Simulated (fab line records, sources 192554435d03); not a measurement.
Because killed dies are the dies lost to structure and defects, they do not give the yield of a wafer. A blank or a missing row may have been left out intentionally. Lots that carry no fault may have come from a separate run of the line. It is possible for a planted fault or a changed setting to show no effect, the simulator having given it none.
Chamber matching :: flow n5-finfet :: ald-sin-04 running N5_BEOL_M1_ALD_98: 4 sister chambers
The step deposits SiO2, target thk 2.5 nm, pulse time 1 s, co reactant pulse time 1 s. 8 wafers are shown with their chamber, then 7 later ones without.

== EACH WAFER AND ITS CHAMBER ==
wafer: L091.1
chamber: 2
heater-power-w (W): 87
precursor-pulse-height-rel: 0.986

wafer: L091.2
chamber: 0
heater-power-w (W): 69
precursor-pulse-height-rel: 1.019

wafer: L091.6
chamber: 0
heater-power-w (W): 67
precursor-pulse-height-rel: 1.013

wafer: L093.1
chamber: 2
heater-power-w (W): 84
precursor-pulse-height-rel: 0.952

wafer: L093.2
chamber: 1
heater-power-w (W): 90
precursor-pulse-height-rel: 0.996

wafer: L093.5
chamber: 3
heater-power-w (W): 97
precursor-pulse-height-rel: 0.995

wafer: L092.1
chamber: 1
heater-power-w (W): 92
precursor-pulse-height-rel: 0.988

wafer: L092.2
chamber: 3
heater-power-w (W): 98
precursor-pulse-height-rel: 0.990

== WAFERS WITHOUT THEIR CHAMBER ==
wafer: L092.3
heater-power-w (W): 85
precursor-pulse-height-rel: 1.015

wafer: L092.4
heater-power-w (W): 68
precursor-pulse-height-rel: 0.994

wafer: L092.5
heater-power-w (W): 88
precursor-pulse-height-rel: 0.995

wafer: L092.6
heater-power-w (W): 93
precursor-pulse-height-rel: 1.032

wafer: L094.1
heater-power-w (W): 89
precursor-pulse-height-rel: 1.003

wafer: L094.2
heater-power-w (W): 97
precursor-pulse-height-rel: 0.991

wafer: L094.6
heater-power-w (W): 69
precursor-pulse-height-rel: 1.035

== EACH ONE'S CHAMBER ==
wafer: L092.3
from the rows above: can't be placed: 2 or 1
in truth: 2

wafer: L092.4
from the rows above: 0
in truth: 0

wafer: L092.5
from the rows above: can't be placed: 1 or 2
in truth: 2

wafer: L092.6
from the rows above: can't be placed: 1 or 3
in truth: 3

wafer: L094.1
from the rows above: can't be placed: 1 or 2
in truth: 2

wafer: L094.2
from the rows above: 3
in truth: 3

wafer: L094.6
from the rows above: 0
in truth: 0
Placed correctly: 3 of 7. Not placeable from these rows: 4 (in 4, the candidates include the true chamber). Number placed wrongly: 0.
How it was worked out, from the rows above alone: a wafer's distance from a chamber is the root of the sum, over the readings, of the square of ((its reading less the chamber's mean) divided by the reading's scatter). The wafer belongs to the nearest chamber; if the next one is less than 2 further off, it can't be placed. Each chamber's mean is taken over the wafers shown for it. The scatter: the root of (the sum of the squares of (reading less its chamber's mean) over the shown wafers, divided by (wafers less chambers)).
